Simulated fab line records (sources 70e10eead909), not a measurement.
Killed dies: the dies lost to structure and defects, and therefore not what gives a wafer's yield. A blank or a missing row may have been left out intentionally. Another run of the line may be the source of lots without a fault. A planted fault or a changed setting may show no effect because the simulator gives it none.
fab line records	flow nandHarc
[record] lots = 24	wafers = 72	lastDay = 33
route steps=1302 shown A_CHANNEL_FILL_D2@637 A_STAIRCASE@639
lots that met no fault: taken from a fault-free run of the same line
startH: start of the lot's first displayed wafer, in hours after the record's first day	waitH: how many hours have passed since the lot's step before this one	" as in the row above	L1.1+2: a row that stands for several wafers	- value missing, or start not given	* or withheld: withheld	< > ~ a bound
route shown NAME@n: NAME is a module with steps in the file, n the number in the route of the first one	usual: the fault-free wafers' mean and standard deviation	same: alike in all rows	chamber/n: place in a boat	sites: the reading at each site	_std_site: how widely they spread, as a standard deviation	_edge_site: the outer-site mean with the inner-site mean subtracted	radiusMm: how far each site lies from the wafer's centre	mask NAME#n: copy n	behind: the tool/chamber that last shaped the wafer	hold: why the lot was held/for how many hours/how that ended	device: whichever transistor did not switch (one of n, p or np)	end of line: tests of these same wafers at the route's end	a step without rows: its recipe alone	killed: count of dies lost to structure and defects at first sort (not the wafer's yield)	map: shows each die of a wafer: x if killed, . if not, _ if none is there
set.NAME: the setting that was run; set.NAME@STEP: the one run at that earlier step	model.NAME: the simulator's own value behind a step, which no gauge read
the route's steps for a sample of lots (tables are steps, rows are wafers)
services: the hour from which a tool's chamber was out of use, counted from the record's first day as startH (under 0 if before that day), plus the number of hours and why
[[steps]]
[step NHARC_A_CHANNEL_FILL_D2_RTA_24]
[recipe] tempC = 1000	timeS = 5
[usual] lampPowerPct = 30.0/2.9	wafer_temp_C_max = 1004.9/0.94
lot.wafer	tool	chamber	startH	waitH	lampPowerPct	wafer_temp_C_max
L074.1	rtpAnneal-01	0	354.00	0.0	33.7	1005.1
L074.3	"	0	"	"	33.8	1004.9
L074.5	"	0	"	"	33.8	1004.6
L075.1	rtpAnneal-02	0	362.40	0.0	27.7	1003.8
L075.4	"	0	"	"	27.8	1004.8
L075.5	"	0	"	"	27.8	1004.7
L076.2	rtpAnneal-02	0	367.24	0.1	27.8	1006.2
L076.4	"	0	"	"	27.7	1005.8
L076.6	"	0	"	"	27.8	1006.3
L077.4	rtpAnneal-02	0	376.41	0.3	27.8	1005.4
L077.5	"	0	"	"	27.7	1006.1
L077.6	"	0	"	"	27.8	1005.0
L078.1	rtpAnneal-01	0	384.12	0.0	33.9	1004.3
L078.3	"	0	"	"	33.8	1004.5
L078.6	"	0	"	"	33.9	1003.0
L079.3	rtpAnneal-02	0	384.21	0.1	27.8	1003.6
L079.5	"	0	"	"	27.7	1003.8
L079.6	"	0	"	"	27.8	1005.8
L080.1	rtpAnneal-02	0	398.94	0.0	27.7	1005.2
L080.2	"	0	"	"	27.7	1004.6
L080.3	"	0	"	"	27.7	1004.8
L081.2	rtpAnneal-02	0	419.76	0.1	27.7	1005.9
L081.4	"	0	"	"	27.8	1004.6
L081.5	"	0	"	"	27.7	1004.1
L082.2	rtpAnneal-02	0	432.84	0.1	27.7	1005.4
L082.5	"	0	"	"	27.7	1005.8
L082.6	"	0	"	"	27.7	1004.5
L083.1	rtpAnneal-02	0	453.04	0.0	27.8	1005.0
L083.2	"	0	"	"	27.7	1005.3
L083.5	"	0	"	"	27.8	1005.8
L085.1	rtpAnneal-01	0	459.32	0.0	33.8	1004.2
L085.2	"	0	"	"	33.9	1006.7
L085.3	"	0	"	"	33.9	1004.6
L086.1	rtpAnneal-02	0	462.93	0.0	27.8	1005.5
L086.3	"	0	"	"	27.8	1005.7
L086.4	"	0	"	"	27.8	1004.7
L084.3	rtpAnneal-01	0	462.98	0.1	33.8	1005.1
L084.4	"	0	"	"	33.9	1005.2
L084.5	"	0	"	"	33.9	1006.1
L088.1	rtpAnneal-02	0	493.34	0.0	27.8	1007.1
L088.4	"	0	"	"	27.7	1005.4
L088.5	"	0	"	"	27.7	1004.4
L087.2	rtpAnneal-01	0	497.10	0.1	33.9	1003.4
L087.3	"	0	"	"	33.8	1004.3
L087.5	"	0	"	"	33.9	1006.4
L089.2	rtpAnneal-01	0	508.05	0.1	33.8	1005.3
L089.4	"	0	"	"	33.9	1003.4
L089.5	"	0	"	"	33.8	1003.7
L091.2	rtpAnneal-01	0	523.23	0.1	33.9	1005.6
L091.4	"	0	"	"	33.8	1003.8
L091.5	"	0	"	"	33.9	1006.5
L090.4	rtpAnneal-02	0	523.28	0.1	27.7	1004.3
L090.5	"	0	"	"	27.8	1006.2
L090.6	"	0	"	"	27.8	1003.6
L092.1	rtpAnneal-01	0	526.81	0.0	33.9	1006.3
L092.2	"	0	"	"	33.8	1004.4
L092.3	"	0	"	"	33.8	1004.2
L093.3	rtpAnneal-02	0	536.71	0.1	27.8	1006.5
L093.4	"	0	"	"	27.8	1003.5
L093.6	"	0	"	"	27.7	1004.4
L094.2	rtpAnneal-02	0	549.94	0.1	27.7	1005.0
L094.5	"	0	"	"	27.8	1005.3
L094.6	"	0	"	"	27.8	1005.1
L096.1	rtpAnneal-02	0	564.49	0.0	27.7	1004.6
L096.3	"	0	"	"	27.7	1003.8
L096.4	"	0	"	"	27.7	1004.3
L095.2	rtpAnneal-01	0	564.52	0.1	33.8	1003.7
L095.4	"	0	"	"	33.8	1005.0
L095.5	"	0	"	"	33.9	1005.5
L097.2	rtpAnneal-02	0	585.15	0.1	27.8	1003.8
L097.4	"	0	"	"	27.8	1004.6
L097.6	"	0	"	"	27.8	1004.9
[step NHARC_A_CHANNEL_FILL_D2_INSPECT_13]
[usual] rawDefectCount = 368/130
lot.wafer	tool	chamber	startH	waitH	rawDefectCount
L074.1	defectInspect-01	-	354.19	0.2	278
L074.3	"	-	"	"	328
L074.5	"	-	"	"	382
L075.1	defectInspect-01	-	362.59	0.2	318
L075.4	"	-	"	"	281
L075.5	"	-	"	"	251
L076.2	defectInspect-01	-	367.41	0.1	451
L076.4	"	-	"	"	906
L076.6	"	-	"	"	511
L077.4	defectInspect-02	-	376.53	0.1	427
L077.5	"	-	"	"	397
L077.6	"	-	"	"	573
L078.1	defectInspect-02	-	384.32	0.2	323
L078.3	"	-	"	"	496
L078.6	"	-	"	"	377
L079.3	defectInspect-02	-	384.35	0.1	219
L079.5	"	-	"	"	454
L079.6	"	-	"	"	176
L080.1	defectInspect-02	-	399.14	0.2	423
L080.2	"	-	"	"	380
L080.3	"	-	"	"	466
L081.2	defectInspect-01	-	419.93	0.1	451
L081.4	"	-	"	"	516
L081.5	"	-	"	"	627
L082.2	defectInspect-02	-	433.01	0.1	374
L082.5	"	-	"	"	273
L082.6	"	-	"	"	385
L083.1	defectInspect-01	-	453.23	0.2	351
L083.2	"	-	"	"	263
L083.5	"	-	"	"	161
L085.1	defectInspect-02	-	459.51	0.2	260
L085.2	"	-	"	"	324
L085.3	"	-	"	"	245
L086.1	defectInspect-02	-	463.12	0.2	354
L086.3	"	-	"	"	318
L086.4	"	-	"	"	146
L084.3	defectInspect-01	-	463.12	0.1	256
L084.4	"	-	"	"	340
L084.5	"	-	"	"	242
L088.1	defectInspect-01	-	493.53	0.2	199
L088.4	"	-	"	"	185
L088.5	"	-	"	"	325
L087.2	defectInspect-02	-	497.27	0.1	262
L087.3	"	-	"	"	421
L087.5	"	-	"	"	450
L089.2	defectInspect-01	-	508.21	0.1	277
L089.4	"	-	"	"	320
L089.5	"	-	"	"	380
L091.2	defectInspect-02	-	523.40	0.1	369
L091.4	"	-	"	"	413
L091.5	"	-	"	"	347
L090.4	defectInspect-01	-	523.40	0.1	352
L090.5	"	-	"	"	444
L090.6	"	-	"	"	246
L092.1	defectInspect-01	-	527.00	0.2	444
L092.2	"	-	"	"	368
L092.3	"	-	"	"	561
L093.3	defectInspect-01	-	536.86	0.1	271
L093.4	"	-	"	"	314
L093.6	"	-	"	"	303
L094.2	defectInspect-01	-	550.10	0.1	552
L094.5	"	-	"	"	677
L094.6	"	-	"	"	937
L096.1	defectInspect-01	-	564.68	0.2	582
L096.3	"	-	"	"	333
L096.4	"	-	"	"	391
L095.2	defectInspect-02	-	564.69	0.1	364
L095.4	"	-	"	"	281
L095.5	"	-	"	"	387
L097.2	defectInspect-01	-	585.32	0.1	507
L097.4	"	-	"	"	291
L097.6	"	-	"	"	272
[step NHARC_A_STAIRCASE_DEP_156]
[recipe] targetThkA = 500	tempC = 400	targetThkNm = 50	flowSccm = 200	rfW = 450	material = SiNx
[usual] heaterPowerW = 686/73
lot.wafer	tool	chamber	startH	waitH	heaterPowerW
L074.1	pecvd-03	2	354.26	0.1	728
L074.3	"	1	"	"	554
L074.5	"	1	"	"	533
L075.1	pecvd-03	0	362.72	0.1	705
L075.4	"	2	"	"	789
L075.5	"	0	"	"	721
L076.2	pecvd-02	0	367.53	0.1	805
L076.4	"	2	"	"	701
L076.6	"	0	"	"	823
L077.6	pecvd-01	1	376.92	0.4	756
L077.5	"	2	"	"	649
L077.4	"	0	"	"	726
L078.1	pecvd-03	2	384.41	0.1	761
L078.3	"	0	"	"	698
L078.6	"	0	"	"	682
L079.3	pecvd-02	1	384.48	0.1	561
L079.6	"	2	"	"	661
L079.5	"	1	"	"	567
L080.3	pecvd-02	1	399.24	0.1	645
L080.2	"	2	"	"	708
L080.1	"	0	"	"	712
L081.2	pecvd-03	0	420.05	0.1	570
L081.4	"	1	"	"	590
L081.5	"	2	"	"	809
L082.2	pecvd-03	1	433.11	0.1	618
L082.5	"	0	"	"	633
L082.6	"	1	"	"	623
L083.1	pecvd-02	2	453.30	0.1	739
L083.2	"	0	"	"	792
L083.5	"	2	"	"	745
L085.3	pecvd-03	2	459.58	0.1	835
L085.2	"	0	"	"	653
L085.1	"	1	"	"	663
L086.3	pecvd-01	1	463.19	0.1	678
L086.1	"	2	"	"	617
L086.4	"	1	"	"	671
L084.3	pecvd-03	0	463.22	0.1	629
L084.5	"	2	"	"	799
L084.4	"	0	"	"	644
L088.1	pecvd-02	2	493.66	0.1	726
L088.5	"	0	"	"	656
L088.4	"	2	"	"	738
L087.2	pecvd-02	1	497.34	0.1	627
L087.3	"	0	"	"	799
L087.5	"	2	"	"	742
L089.2	pecvd-02	2	508.34	0.1	741
L089.4	"	0	"	"	769
L089.5	"	1	"	"	533
L091.2	pecvd-03	2	523.49	0.1	741
L091.5	"	1	"	"	619
L091.4	"	0	"	"	680
L090.5	pecvd-01	0	523.55	0.2	649
L090.6	"	1	"	"	730
L090.4	"	2	"	"	669
L092.2	pecvd-03	0	527.08	0.1	695
L092.3	"	1	"	"	608
L092.1	"	2	"	"	809
L093.3	pecvd-01	2	536.95	0.1	629
L093.4	"	1	"	"	744
L093.6	"	2	"	"	600
L094.2	pecvd-01	1	550.23	0.1	708
L094.5	"	0	"	"	689
L094.6	"	2	"	"	643
L096.3	pecvd-02	0	564.75	0.1	757
L096.1	"	2	"	"	769
L096.4	"	1	"	"	629
L095.2	pecvd-01	1	564.75	0.1	769
L095.5	"	2	"	"	642
L095.4	"	0	"	"	732
L097.2	pecvd-02	0	585.44	0.1	698
L097.4	"	1	"	"	602
L097.6	"	0	"	"	697
[step NHARC_A_STAIRCASE_ETCH_169]
[recipe] targetDepthA = 500	timeS = 107.1	ionEnergyEv = 120	ch3fFlowSccm = 50	o2FlowSccm = 30	arFlowSccm = 200	rfW = 500	biasW = 100	chemistry = CH3F/O2
[usual] drypumpMotorCurrentA = 5.4/0.51	mfcArSccm = 200.0/0.62	oesProductAu = 0.960/0.017	rfVppV = 243.9/1.7	showerheadPlenumPTorr = 2.42/0.11	throttleValvePct = 20.663/0.0088
lot.wafer	tool	chamber	startH	waitH	drypumpMotorCurrentA	mfcArSccm	oesProductAu	rfHoursCounterH	rfVppV	showerheadPlenumPTorr	throttleValvePct
L074.3	rieDiel-06	1	355.32	0.1	5.1	200.1	0.974	14	246.5	2.63	20.659
L074.1	"	3	"	"	5.1	200.7	0.986	13	244.0	2.31	20.663
L074.5	"	2	"	"	4.8	200.5	0.987	-	241.2	2.29	20.656
L075.4	rieDiel-01	0	364.33	0.2	6.0	200.4	0.930	50	246.0	2.44	20.651
L075.1	"	1	"	"	6.3	200.6	0.923	49	243.1	2.36	20.681
L075.5	"	3	"	"	5.3	199.3	0.949	-	241.1	2.37	20.680
L076.2	rieDiel-08	1	368.43	0.1	4.9	199.8	0.991	55	245.1	2.47	20.676
L076.4	"	2	"	"	4.8	200.3	0.978	53	242.7	2.35	20.656
L076.6	"	0	"	"	5.1	199.9	0.953	-	242.7	2.37	20.675
L077.4	rieDiel-06	2	377.98	0.1	4.8	199.5	0.952	23	243.7	2.29	20.673
L077.6	"	1	"	"	5.2	198.8	0.948	-	247.0	2.63	20.662
L077.5	"	2	"	"	4.8	199.6	0.957	-	241.8	2.29	20.679
L078.1	rieDiel-06	0	385.45	0.1	5.6	200.1	0.963	21	240.4	2.30	20.661
L078.3	"	2	"	"	4.8	201.5	0.970	26	242.2	2.28	20.657
L078.6	"	0	"	"	5.7	199.8	0.964	-	242.4	2.30	20.664
L079.3	rieDiel-08	0	385.64	0.1	5.1	199.1	0.976	1	243.8	2.37	20.660
L079.5	"	1	"	"	4.9	199.6	0.971	-	244.3	2.47	20.655
L079.6	"	2	"	"	4.8	199.2	0.955	-	242.5	2.35	20.656
L080.2	rieDiel-01	1	400.20	0.1	6.3	199.3	0.955	6	243.5	2.35	20.666
L080.1	"	3	"	"	5.3	199.7	0.972	6	242.2	2.36	20.661
L080.3	"	0	"	"	6.0	199.8	0.963	6	244.1	2.44	20.666
L081.2	rieDiel-01	0	421.07	0.1	6.0	200.0	0.972	12	243.0	2.43	20.655
L081.4	"	1	"	"	6.3	200.1	0.947	13	243.1	2.35	20.671
L081.5	"	0	"	"	6.0	200.5	0.978	-	244.2	2.43	20.661
L082.2	rieDiel-08	0	434.04	0.1	5.1	199.4	0.984	18	242.3	2.36	20.667
L082.5	"	2	"	"	4.8	200.3	0.962	-	242.7	2.34	20.667
L082.6	"	3	"	"	5.2	200.3	0.969	-	247.3	2.63	20.641
L083.2	rieDiel-08	1	454.38	0.1	4.9	199.3	0.959	32	244.2	2.46	20.660
L083.1	"	3	"	"	5.1	199.2	0.936	20	248.5	2.63	20.682
L083.5	"	1	"	"	4.9	200.2	0.962	-	245.8	2.46	20.671
L085.3	rieDiel-01	1	460.68	0.1	6.3	200.3	0.976	21	243.0	2.35	20.669
L085.1	"	2	"	"	6.1	200.2	0.964	14	244.0	2.51	20.669
L085.2	"	3	"	"	5.3	199.7	0.970	18	242.5	2.36	20.659
L084.3	rieDiel-06	2	465.07	0.8	4.8	199.6	0.933	51	242.7	2.28	20.659
L084.4	"	0	"	"	5.7	200.3	0.925	49	240.1	2.28	20.679
L084.5	"	1	"	"	5.1	199.7	0.926	-	247.1	2.62	20.668
L086.3	rieDiel-08	2	465.36	0.3	4.8	199.4	0.929	40	242.2	2.34	20.668
L086.1	"	3	"	"	5.2	199.4	0.918	26	246.3	2.63	20.666
L086.4	"	2	"	"	4.8	199.0	0.921	-	242.8	2.34	20.652
L088.4	rieDiel-06	1	494.66	0.1	5.1	201.3	0.973	0	246.6	2.62	20.663
L088.1	"	3	"	"	5.0	200.0	0.956	0	243.4	2.30	20.667
L088.5	"	2	"	"	4.8	199.7	0.981	-	245.4	2.66	20.672
L087.2	rieDiel-08	1	498.31	0.1	4.9	199.0	0.970	41	243.3	2.45	20.656
L087.3	"	3	"	"	5.2	200.3	0.994	33	245.9	2.62	20.664
L087.5	"	0	"	"	5.1	200.5	0.971	-	242.5	2.35	20.663
L089.2	rieDiel-01	0	509.36	0.1	6.0	200.0	0.972	34	243.4	2.43	20.660
L089.4	"	1	"	"	6.3	199.3	0.967	36	243.6	2.34	20.678
L089.5	"	2	"	"	6.1	200.9	0.967	-	246.2	2.51	20.666
L091.2	rieDiel-08	2	524.56	0.1	4.8	200.1	0.949	61	242.7	2.33	20.675
L091.4	"	1	"	"	4.9	199.8	0.949	-	245.1	2.45	20.662
L091.5	"	0	"	"	5.1	201.3	0.963	-	242.7	2.35	20.665
L090.4	rieDiel-01	3	524.71	0.1	5.3	200.9	0.964	36	242.3	2.35	20.671
L090.5	"	0	"	"	6.0	199.6	0.982	-	245.1	2.42	20.676
L090.6	"	1	"	"	6.2	200.3	0.985	-	242.3	2.34	20.663
L092.3	rieDiel-01	1	528.14	0.2	6.3	200.8	0.960	43	241.7	2.34	20.661
L092.2	"	2	"	"	6.0	200.7	0.945	32	244.2	2.50	20.674
L092.1	"	3	"	"	5.3	200.4	0.940	37	243.1	2.35	20.660
L093.4	rieDiel-01	1	537.94	0.1	6.3	199.3	0.977	50	242.9	2.34	20.663
L093.3	"	3	"	"	5.3	200.7	0.971	41	243.3	2.35	20.649
L093.6	"	0	"	"	6.0	201.1	0.972	-	245.1	2.42	20.670
L094.2	rieDiel-01	3	551.20	0.1	5.4	199.8	0.959	47	242.8	2.34	20.668
L094.6	"	3	"	"	5.3	199.6	0.952	-	243.4	2.35	20.668
L094.5	"	0	"	"	6.0	200.3	0.983	-	243.6	2.42	20.657
L096.3	rieDiel-08	1	565.83	0.1	4.9	199.9	0.970	1	242.9	2.45	20.649
L096.1	"	2	"	"	4.8	199.7	0.960	2	242.6	2.32	20.659
L096.4	"	3	"	"	5.2	201.0	0.968	2	246.1	2.62	20.654
L095.2	rieDiel-08	1	565.98	0.1	4.9	200.5	0.949	2	243.3	2.45	20.670
L095.4	"	3	"	"	5.2	200.4	0.973	2	245.6	2.62	20.672
L095.5	"	1	"	"	4.9	199.0	0.945	-	243.9	2.45	20.670
L097.2	rieDiel-08	2	586.47	0.1	4.8	199.9	0.958	7	241.8	2.32	20.649
L097.4	"	3	"	"	5.2	199.6	0.976	10	247.5	2.61	20.665
L097.6	"	1	"	"	4.9	200.2	0.951	-	244.7	2.44	20.662
[step NHARC_A_STAIRCASE_TRIM_20]
[recipe] timeS = 211.2	o2FlowSccm = 500	arFlowSccm = 0	biasW = 0	chemistry = O2
[usual] drypumpMotorCurrentA = 5.3/0.48	mfcArSccm = 0.010/0.012	oesProductAu = 1.003/0.011	rfVppV = 57.6/0.98	showerheadPlenumPTorr = 3.50/0.18	throttleValvePct = 17.036/0.0087
lot.wafer	tool	chamber	startH	waitH	drypumpMotorCurrentA	mfcArSccm	oesProductAu	rfHoursCounterH	rfVppV	showerheadPlenumPTorr	throttleValvePct
L074.3	rieDiel-01	3	358.07	0.1	5.3	0.005	1.010	51	56.6	3.40	17.031
L074.1	"	1	"	"	6.2	0.030	1.001	45	57.4	3.39	17.036
L074.5	"	3	"	"	5.3	0.005	1.020	-	55.6	3.40	17.055
L075.4	rieDiel-01	0	367.22	0.1	6.0	0.025	0.990	51	56.0	3.50	17.034
L075.1	"	3	"	"	5.4	0.005	1.023	56	58.9	3.40	17.047
L075.5	"	0	"	"	6.0	0.025	0.996	-	56.9	3.50	17.033
L076.2	rieDiel-06	0	371.55	0.1	5.6	0	0.994	17	56.5	3.30	17.018
L076.4	"	1	"	"	5.1	0	1.002	20	58.5	3.77	17.034
L076.6	"	0	"	"	5.6	0	1.004	-	57.5	3.30	17.052
L077.4	rieDiel-08	0	380.89	0.1	5.1	0.023	1.019	0	57.2	3.40	17.046
L077.6	"	0	"	"	5.1	0.023	1.014	-	57.4	3.40	17.036
L077.5	"	1	"	"	4.9	0	1.006	-	56.8	3.55	17.037
L078.3	rieDiel-06	2	388.80	0.1	4.8	0	1.007	27	57.3	3.29	17.052
L078.1	"	1	"	"	5.1	0	0.993	25	59.2	3.76	17.039
L078.6	"	2	"	"	4.8	0	1.005	-	56.7	3.29	17.037
L079.3	rieDiel-08	2	389.37	0.1	4.8	0	1.007	3	55.6	3.38	17.031
L079.6	"	0	"	"	5.1	0.023	1.011	-	57.7	3.40	17.039
L079.5	"	1	"	"	4.9	0	1.015	-	58.2	3.54	17.025
L080.2	rieDiel-01	1	403.28	0.1	6.3	0.030	1.001	7	57.3	3.38	17.030
L080.1	"	3	"	"	5.4	0.005	1.012	7	58.6	3.39	17.033
L080.3	"	0	"	"	6.0	0.025	0.991	7	56.8	3.50	17.035
L081.4	rieDiel-06	2	423.91	0.1	4.8	0	1.010	35	55.7	3.28	17.039
L081.2	"	1	"	"	5.1	0	1.004	36	57.9	3.76	17.050
L081.5	"	2	"	"	4.8	0	1.000	-	57.0	3.28	17.029
L082.2	rieDiel-06	3	437.09	0.1	5.0	0.026	1.021	41	56.9	3.31	17.033
L082.5	"	3	"	"	5.0	0.026	1.016	-	56.5	3.31	17.035
L082.6	"	0	"	"	5.7	0	0.997	-	57.0	3.29	17.045
L083.1	rieDiel-01	1	457.32	0.1	6.3	0.030	1.005	20	57.5	3.37	17.035
L083.2	"	2	"	"	6.1	0	0.984	13	58.5	3.60	17.041
L083.5	"	1	"	"	6.3	0.030	0.998	-	57.4	3.37	17.045
L085.2	rieDiel-08	0	464.85	0.6	5.1	0.023	0.995	29	58.5	3.39	17.044
L085.1	"	2	"	"	4.8	0	0.991	40	56.8	3.36	17.039
L085.3	"	3	"	"	5.2	0	0.988	26	57.9	3.76	17.028
L084.3	rieDiel-01	3	468.04	0.1	5.3	0.005	0.998	21	57.4	3.39	17.039
L084.4	"	0	"	"	6.0	0.025	1.007	24	55.9	3.49	17.026
L084.5	"	3	"	"	5.4	0.005	1.011	-	57.2	3.38	17.043
L086.3	rieDiel-08	0	468.61	0.1	5.1	0.023	1.001	30	56.9	3.39	17.038
L086.1	"	3	"	"	5.2	0	0.995	28	58.2	3.76	17.030
L086.4	"	2	"	"	4.8	0	1.000	-	57.3	3.36	17.042
L088.4	rieDiel-01	0	497.52	0.1	6.0	0.025	1.011	32	57.4	3.48	17.025
L088.1	"	1	"	"	6.3	0.030	1.001	33	55.6	3.37	17.044
L088.5	"	0	"	"	6.0	0.025	1.008	-	58.4	3.48	17.034
L087.3	rieDiel-06	2	501.07	0.1	4.8	0	1.010	2	59.5	3.81	17.037
L087.2	"	3	"	"	5.0	0.026	1.026	2	57.1	3.30	17.036
L087.5	"	1	"	"	5.1	0	0.993	-	57.2	3.74	17.023
L089.2	rieDiel-01	3	512.19	0.1	5.4	0.005	1.029	32	57.2	3.38	17.033
L089.4	"	2	"	"	6.1	0	1.004	27	56.9	3.59	17.038
L089.5	"	0	"	"	6.0	0.025	1.019	-	57.4	3.48	17.048
L091.4	rieDiel-08	2	527.45	0.1	4.8	0	0.981	63	56.6	3.35	17.044
L091.2	"	3	"	"	5.2	0	0.990	41	58.4	3.75	17.034
L091.5	"	1	"	"	4.9	0	0.992	-	56.3	3.52	17.033
L090.4	rieDiel-06	1	528.33	0.1	5.2	0	0.988	8	59.0	3.74	17.031
L090.5	"	1	"	"	5.2	0	0.992	-	58.2	3.74	17.031
L090.6	"	2	"	"	4.8	0	0.992	-	57.7	3.80	17.025
L092.2	rieDiel-08	2	531.12	0.1	4.8	0	0.993	64	56.9	3.35	17.043
L092.3	"	0	"	"	5.1	0.023	1.003	45	56.3	3.38	17.048
L092.1	"	1	"	"	4.9	0	0.999	52	57.3	3.52	17.044
L093.3	rieDiel-06	1	540.79	0.1	5.1	0	0.991	19	57.5	3.73	17.046
L093.6	"	1	"	"	5.1	0	0.986	-	58.9	3.73	17.037
L093.4	"	3	"	"	5.0	0.026	1.021	-	56.4	3.29	17.020
L094.2	rieDiel-06	3	554.18	0.1	5.0	0.026	1.004	24	56.9	3.29	17.034
L094.5	"	2	"	"	4.8	0	0.997	-	58.4	3.80	17.040
L094.6	"	3	"	"	5.0	0.026	1.007	-	57.4	3.29	17.031
L096.3	rieDiel-06	1	568.79	0.1	5.2	0	0.983	28	58.3	3.73	17.044
L096.4	"	2	"	"	4.8	0	1.017	20	55.8	3.80	17.029
L096.1	"	3	"	"	5.0	0.026	1.019	26	56.4	3.29	17.058
L095.2	rieDiel-08	3	569.00	0.1	5.2	0	1.006	3	58.7	3.75	17.041
L095.4	"	1	"	"	4.9	0	1.001	2	57.5	3.51	17.019
L095.5	"	3	"	"	5.2	0	1.000	-	56.8	3.75	17.026
L097.4	rieDiel-08	1	589.29	0.1	4.9	0	1.001	7	57.4	3.51	17.033
L097.2	"	2	"	"	4.8	0	1.005	8	57.0	3.34	17.034
L097.6	"	1	"	"	4.9	0	1.003	-	57.9	3.51	17.035
[step NHARC_A_STAIRCASE_ETCH_192]
[recipe] targetDepthA = 1000	timeS = 40.5	ionEnergyEv = 400	c4f8FlowSccm = 20	o2FlowSccm = 10	arFlowSccm = withheld	rfW = 600	biasW = 1000	chemistry = C4F8/O2
[usual] oesProductAu = 0.946/0.012	rfVppV = 894/6.8
lot.wafer	tool	chamber	startH	waitH	oesProductAu	rfHoursCounterH	rfVppV
L074.3	rieDiel-01	0	-	-	0.945	50	895
L074.1	"	1	"	"	0.941	50	892
L074.5	"	3	"	"	0.952	-	892
L075.1	rieDiel-06	1	-	-	0.947	19	902
L075.4	"	2	"	"	0.965	21	888
L075.5	"	2	"	"	0.952	-	888
L076.2	rieDiel-01	3	-	-	0.967	58	892
L076.4	"	0	"	"	0.937	54	896
L076.6	"	3	"	"	0.963	-	893
L077.4	rieDiel-06	1	-	-	0.938	23	906
L077.6	"	2	"	"	0.964	-	885
L077.5	"	3	"	"	0.971	-	889
L078.3	rieDiel-06	2	-	-	0.961	28	887
L078.1	"	3	"	"	0.952	26	888
L078.6	"	1	"	"	0.937	-	904
L079.3	rieDiel-06	1	-	-	0.926	26	904
L079.6	"	3	"	"	0.958	-	890
L079.5	"	0	"	"	0.945	-	889
L080.2	rieDiel-08	1	-	-	0.938	12	897
L080.3	"	2	"	"	0.935	12	890
L080.1	"	0	"	"	0.936	12	890
L081.2	rieDiel-01	3	-	-	0.947	13	891
L081.4	"	2	"	"	0.921	9	898
L081.5	"	0	"	"	0.963	-	894
L082.2	rieDiel-06	2	-	-	0.942	43	887
L082.6	"	3	"	"	0.964	-	886
L082.5	"	0	"	"	0.958	-	887
L083.1	rieDiel-06	3	-	-	0.963	52	887
L083.2	"	0	"	"	0.945	47	888
L083.5	"	1	"	"	0.936	-	903
L085.2	rieDiel-06	0	-	-	0.959	51	888
L085.1	"	1	"	"	0.953	52	903
L085.3	"	2	"	"	0.945	53	887
L084.4	rieDiel-06	3	-	-	0.955	57	888
L084.3	"	1	"	"	0.937	53	904
L084.5	"	3	"	"	0.962	-	887
L086.4	rieDiel-01	1	-	-	0.943	27	889
L086.1	"	3	"	"	0.941	22	891
L086.3	"	0	"	"	0.948	25	895
L088.1	rieDiel-08	0	-	-	0.964	42	891
L088.4	"	1	"	"	0.955	42	896
L088.5	"	2	"	"	0.932	-	891
L087.3	rieDiel-06	1	-	-	0.935	3	903
L087.2	"	3	"	"	0.946	2	887
L087.5	"	2	"	"	0.946	-	905
L089.4	rieDiel-01	0	-	-	0.950	36	894
L089.2	"	2	"	"	0.932	28	898
L089.5	"	0	"	"	0.951	-	892
L091.2	rieDiel-08	3	-	-	0.939	42	905
L091.4	"	1	"	"	0.947	52	896
L091.5	"	3	"	"	0.943	-	903
L090.4	rieDiel-08	1	-	-	0.946	53	896
L090.6	"	1	"	"	0.940	-	894
L090.5	"	2	"	"	0.920	-	890
L092.1	rieDiel-06	1	-	-	0.940	18	904
L092.3	"	3	"	"	0.971	16	887
L092.2	"	0	"	"	0.951	17	906
L093.4	rieDiel-08	3	-	-	0.939	48	903
L093.3	"	1	"	"	0.948	59	895
L093.6	"	3	"	"	0.953	-	904
L094.2	rieDiel-01	3	-	-	0.947	49	891
L094.6	"	2	"	"	0.937	-	898
L094.5	"	3	"	"	0.964	-	889
L096.4	rieDiel-06	3	-	-	0.949	27	887
L096.3	"	0	"	"	0.928	29	905
L096.1	"	1	"	"	0.912	29	903
L095.4	rieDiel-06	2	-	-	0.952	21	905
L095.2	"	3	"	"	0.947	27	886
L095.5	"	2	"	"	0.945	-	906
L097.4	rieDiel-01	1	-	-	0.940	11	892
L097.2	"	2	"	"	0.940	10	897
L097.6	"	3	"	"	0.958	-	890
[[services]]
tool	chamber	startH	hours	kind
pecvd-02	-	343.00	5.2	repair
rieDiel-08	3	362.54	5.3	repair
pecvd-01	-	364.24	3.4	repair
pecvd-03	-	366.03	13.0	pm
rieDiel-08	-	370.30	9.0	pm
rtpAnneal-01	-	372.00	12.0	pm
rieDiel-01	-	380.84	9.0	pm
rieDiel-06	2	396.28	6.9	repair
pecvd-02	-	408.10	13.0	pm
pecvd-03	-	410.01	1.5	repair
pecvd-01	0	410.06	5.1	repair
pecvd-01	-	417.89	5.8	repair
rieDiel-06	-	484.27	9.0	pm
rieDiel-08	3	484.52	13.7	repair
pecvd-01	-	492.18	13.0	pm
pecvd-02	-	493.86	0.6	repair
rieDiel-08	0	500.86	19.0	repair
rieDiel-06	1	513.87	7.6	repair
rieDiel-08	3	522.70	4.1	repair
pecvd-03	2	542.28	12.3	repair
pecvd-03	-	547.17	13.0	pm
rieDiel-08	-	547.30	9.0	pm
rieDiel-01	-	557.91	9.0	pm
pecvd-02	-	589.13	13.0	pm
[[key]]
fault none
